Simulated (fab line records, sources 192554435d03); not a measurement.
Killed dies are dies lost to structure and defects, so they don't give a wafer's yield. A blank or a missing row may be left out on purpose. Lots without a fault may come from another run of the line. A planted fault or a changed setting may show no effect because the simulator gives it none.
Chamber matching | flow n5_finfet | N5_BEOL_M0_CUTY_ETCH_63 on rie_diel-02: 4 sister chambers
The step etches SOC in N2/H2, target depth 82.7 nm, overetch 16.5 nm, time 124 s. 16 wafers are shown with their chamber, then 8 later ones without.

WAFERS WITH THEIR CHAMBER
wafer  | chamber | drypump_motor_current_A (A) | showerhead_plenum_p_Torr (Torr) | oes_product_au (a.u.)
L075.2 | 1       | 5.7                         | 2.57                            | 0.64
L075.5 | 0       | 6.2                         | 2.63                            | 0.58
L075.6 | 1       | 5.8                         | 2.57                            | 0.64
L076.4 | 0       | 6.2                         | 2.63                            | 0.59
L076.5 | 1       | 5.8                         | 2.57                            | 0.64
L076.6 | 2       | 5.1                         | 2.67                            | 0.59
L078.4 | 3       | 5.3                         | 2.60                            | 0.56
L078.5 | 2       | 5.1                         | 2.66                            | 0.60
L078.6 | 1       | 5.8                         | 2.57                            | 0.64
L077.1 | 0       | 6.2                         | 2.62                            | 0.58
L077.3 | 2       | 5.1                         | 2.66                            | 0.59
L077.6 | 3       | 5.3                         | 2.60                            | 0.57
L081.2 | 1       | 5.8                         | 2.57                            | 0.64
L081.3 | 2       | 5.1                         | 2.66                            | 0.59
L081.5 | 3       | 5.3                         | 2.60                            | 0.57
L082.2 | 0       | 6.2                         | 2.62                            | 0.58

SIGNATURES (means of the wafers above)
reading                  | chamber 0 | chamber 1 | chamber 2 | chamber 3 | scatter within a chamber
drypump_motor_current_A  | 6.200     | 5.780     | 5.100     | 5.300     | 0.0258
showerhead_plenum_p_Torr | 2.6250    | 2.5700    | 2.6625    | 2.6000    | 0.00382
oes_product_au           | 0.5825    | 0.6400    | 0.5925    | 0.5667    | 0.00425
Rule: a wafer's distance from a chamber is the root of the sum, over the readings, of the square of ((its reading less the chamber's mean) divided by the reading's scatter). The wafer belongs to the nearest chamber; if the next one is less than 2 further off, it can't be placed. The scatter: the root of (the sum of the squares of (reading less its chamber's mean) over the shown wafers, divided by (wafers less chambers)).

WAFERS WITHOUT THEIR CHAMBER
wafer  | drypump_motor_current_A (A) | showerhead_plenum_p_Torr (Torr) | oes_product_au (a.u.)
L082.3 | 5.8                         | 2.56                            | 0.63
L082.6 | 5.3                         | 2.60                            | 0.57
L083.3 | 5.7                         | 2.56                            | 0.63
L083.4 | 6.2                         | 2.62                            | 0.58
L083.5 | 5.7                         | 2.56                            | 0.62
L096.1 | 5.3                         | 2.59                            | 0.74
L096.3 | 5.1                         | 2.65                            | 0.57
L096.5 | 5.1                         | 2.65                            | 0.57

WHICH CHAMBER EACH WENT THROUGH
wafer  | from the rows above | in truth
L082.3 | 1                   | 1
L082.6 | 3                   | 3
L083.3 | 1                   | 1
L083.4 | 0                   | 0
L083.5 | 1                   | 1
L096.1 | 1                   | 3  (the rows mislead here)
L096.3 | 2                   | 2
L096.5 | 2                   | 2
Placed correctly: 7 of 8. Can't be placed from these rows: 0. Placed wrongly: 1.
